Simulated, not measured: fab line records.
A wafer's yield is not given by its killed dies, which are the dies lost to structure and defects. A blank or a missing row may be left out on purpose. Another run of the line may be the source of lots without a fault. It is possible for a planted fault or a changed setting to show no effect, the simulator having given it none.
The same fault as seen by 2 desks    flow n5_finfet    what lay behind the numbers comes last; until then each desk has only its own

THE TOOL OWNER'S DESK: rie_diel-03
The tool's own readings at N5_FIN_CUT_ETCH_21 (etches SOC in N2/H2, target depth 219 nm, overetch 43.8 nm, time 523.5 s): means of the sampled wafers that have a number, for each lot that ran on this tool. Any lot whose mean is over 4 standard deviations away from the usual mean is out of limits and marked OUT; that distance is given in the brackets.
Columns: A = drypump_motor_current_A at N5_FIN_CUT_ETCH_21, usual 5.8 A; B = oes_product_au at N5_FIN_CUT_ETCH_21, usual 0.72 a.u.; C = rf_vpp_V at N5_FIN_CUT_ETCH_21, usual 240.8 V; D = run_length_s at N5_FIN_CUT_ETCH_21, usual 546.9 s; E = showerhead_plenum_p_Torr at N5_FIN_CUT_ETCH_21, usual 2.55 Torr; F = throttle_valve_pct at N5_FIN_CUT_ETCH_21, usual 17.99 %
lot   first seen here  A    B     C      D                E     F
L819  day 2 08:43      6.0  0.70  241.6  546.8            2.57  17.83
L825  day 3 21:39      6.0  0.72  241.6  546.8            2.59  17.89
L832  day 5 16:06      6.0  0.72  241.3  564.6 (+41) OUT  2.60  17.92
L834  day 6 03:07      6.1  0.67  241.5  564.6 (+41) OUT  2.56  17.89
This desk's finding: out of limits on L832, L834; first on L832, day 5 16:06 (run_length_s at N5_FIN_CUT_ETCH_21). In limits: L819, L825.

METROLOGY DESK
What the gauges read for every lot (on any tool): the sampled wafers with a number, averaged. Any lot whose mean is over 4 standard deviations away from the usual mean is out of limits and marked OUT; that distance is given in the brackets. Only the readings that lie furthest out on some lot appear, 7 of the 10 it has.
Columns: A = DIBL_N at N5_BEOL_M4_RC_MEAS_101, usual 36.1 mV/V; B = DIBL_P at N5_BEOL_M4_RC_MEAS_101, usual 35.8 mV/V; C = IOFF_N at N5_BEOL_M4_RC_MEAS_101, usual 0.16 nA/um; D = ION_N at N5_BEOL_M4_RC_MEAS_101, usual 673 uA/um; E = ION_P at N5_BEOL_M4_RC_MEAS_101, usual 461 uA/um; F = SS_P at N5_BEOL_M4_RC_MEAS_101, usual 73.3 mV/dec; G = VT_N at N5_BEOL_M4_RC_MEAS_101, usual 250 mV
lot   first seen here  A     B     C     D    E    F     G
L819  day 8 07:31      36.7  37.1  0.17  678  461  73.3  248
L821  day 8 12:54      35.5  36.3  0.15  671  458  73.6  251
L822  day 9 09:04      36.9  37.8  0.19  682  460  73.6  247
L825  day 9 23:06      36.6  35.4  0.16  682  466  73.2  248
L832  day 11 13:50     36.5  36.2  0.17  680  464  73.4  247
L834  day 12 10:47     38.9  39.9  0.21  686  465  74.1  246
L836  day 12 17:00     36.9  37.7  0.16  673  463  73.8  249
L837  day 12 20:27     34.8  34.0  0.13  657  454  72.7  252
L841  day 13 22:20     35.7  36.9  0.18  681  462  73.8  246
This desk's finding: nothing out of limits on any of the 9 lots.

BROUGHT TOGETHER
The tool owner's desk could have raised an alarm at day 5 16:06, on L832, L834.
At the metrology desk, nothing out of limits was observed.
The metrology desk has L832, L834 on record, within its limits.
All the named lots went through N5_FIN_CUT_ETCH_21 on rie_diel-03.

WHAT THE SIMULATOR PUT IN
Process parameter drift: rie_diel-03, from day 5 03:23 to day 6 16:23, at N5_FIN_CUT_ETCH_21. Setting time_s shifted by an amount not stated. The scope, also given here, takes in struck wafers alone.
Lots struck among those shown: L832, L834.
Delay in hours, fault start to first out-of-limits reading, by desk: the tool owner's desk at 13.
